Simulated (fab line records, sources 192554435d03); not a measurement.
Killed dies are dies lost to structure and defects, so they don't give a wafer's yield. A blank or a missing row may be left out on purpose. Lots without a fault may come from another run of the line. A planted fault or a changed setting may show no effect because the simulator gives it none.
Split-lot experiment | flow n5_finfet | 7 lots, 21 wafers read, on a route of 1938 steps

THE SPLIT
At N5_MOL_CONTACT_COAG_ETCH_105 (etches SiARC in CF4, target depth 15.6 nm, time 26 s), the setting bias_w was moved away from the recipe's 36 W on 8 of the 21 wafers read, by -17.1% to +13.1%. The other wafers ran this setting at the recipe's value.

The reading is taken at the split's own step.

THE READING
rf_vpp_V, in V, at N5_MOL_CONTACT_COAG_ETCH_105 (etches SiARC in CF4, target depth 15.6 nm, time 26 s). Fault-free wafers of this fab line usually give 183.8 V, standard deviation 1.1 V.

wafer  | tool, chamber at the split | bias_w as run, W | against the recipe | rf_vpp_V, V | against lot-mates on the recipe
L075.1 | rie_diel-06, 0             | 38.91            | +8.1%              | 191.0       | +7.6
L075.2 | rie_diel-06, 3             | 36               | recipe             | 182.4       | -
L075.4 | rie_diel-06, 2             | 36               | recipe             | 184.3       | -
L080.3 | rie_diel-02, 2             | 36               | recipe             | 183.8       | -
L080.5 | rie_diel-02, 3             | 40.73            | +13.1%             | 198.2       | +14.8
L080.6 | rie_diel-02, 2             | 36               | recipe             | 183.1       | -
L082.1 | rie_diel-02, 1             | 36               | recipe             | 183.0       | -
L082.3 | rie_diel-02, 2             | 36               | recipe             | 183.3       | -
L082.4 | rie_diel-02, 3             | 36               | recipe             | 182.6       | -
L084.2 | rie_diel-06, 1             | 29.85            | -17.1%             | 164.4       | -19.5
L084.3 | rie_diel-06, 3             | 29.85            | -17.1%             | 162.2       | -21.7
L084.4 | rie_diel-06, 2             | 36               | recipe             | 183.9       | -
L091.1 | rie_diel-01, 3             | 33.05            | -8.2%              | 175.0       | no lot-mate on the recipe
L091.3 | rie_diel-01, 2             | 33.05            | -8.2%              | 174.6       | no lot-mate on the recipe
L091.6 | rie_diel-01, 3             | 33.05            | -8.2%              | 173.8       | no lot-mate on the recipe
L092.1 | rie_diel-02, 3             | 33.42            | -7.2%              | 173.1       | -10.3
L092.5 | rie_diel-02, 3             | 36               | recipe             | 184.3       | -
L092.6 | rie_diel-02, 0             | 36               | recipe             | 182.4       | -
L095.3 | rie_diel-01, 0             | 36               | recipe             | 184.1       | -
L095.4 | rie_diel-01, 2             | 36               | recipe             | 183.7       | -
L095.6 | rie_diel-01, 2             | 36               | recipe             | 184.1       | -

THE FIT
A straight line over all 21 wafers: rf_vpp_V changes by +1.14 V for each +1% of bias_w; r = +0.99; the points scatter about the line by 0.95 V.
The same after taking each lot's own level away (the mean of its wafers on the recipe; 18 wafers): +1.18 V for each +1%; r = +0.99; scatter 0.89 V.
On that fit, the largest move of bias_w shifts the reading by 20 V.
The lots' own levels span 182.97 to 183.97 V, that is 0.9 times the standard deviation above.
So the lot-to-lot level changes the slope little: the two slopes agree.
Check: with one of the wafers moved furthest among these (-17.1%) left out of the fit, the line predicts -20.9 V for it against its lot-mates. It came out at -19.5 V against them.
Tool readings at the split's step, against how far the setting was moved: rf_vpp_V r = +0.99.

OTHER SPLITS ON THESE WAFERS
These wafers also went through other splits before the reading. Each is held against what the fit with the lots' levels taken away leaves over:
other split on the same wafers        | wafers away from the commonest value | r with rf_vpp_V (lot level and that fit taken away)
N5_SD_EPI_P_PEB_07 peb_time_s         | 2                                    | +0.38
N5_SDB_COAT_04 spin_rpm               | 7                                    | -0.01
N5_SDB_COAT_05 spin_rpm               | 7                                    | +0.35
N5_HKMG_FIN_ETCH_35 source_w          | 3                                    | -0.09
N5_HKMG_FIN_COAT_66 spin_rpm          | 8                                    | +0.30
N5_MOL_CONTACT_COAG_COAT_103 spin_rpm | 7                                    | +0.17
N5_MOL_CONTACT_COAG_EXPOSE_05 dose_mj | 5                                    | +0.19

THE FILE'S OWN FIT
rf_vpp_V changes by +1.17 V for each +1% of bias_w, r = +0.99.
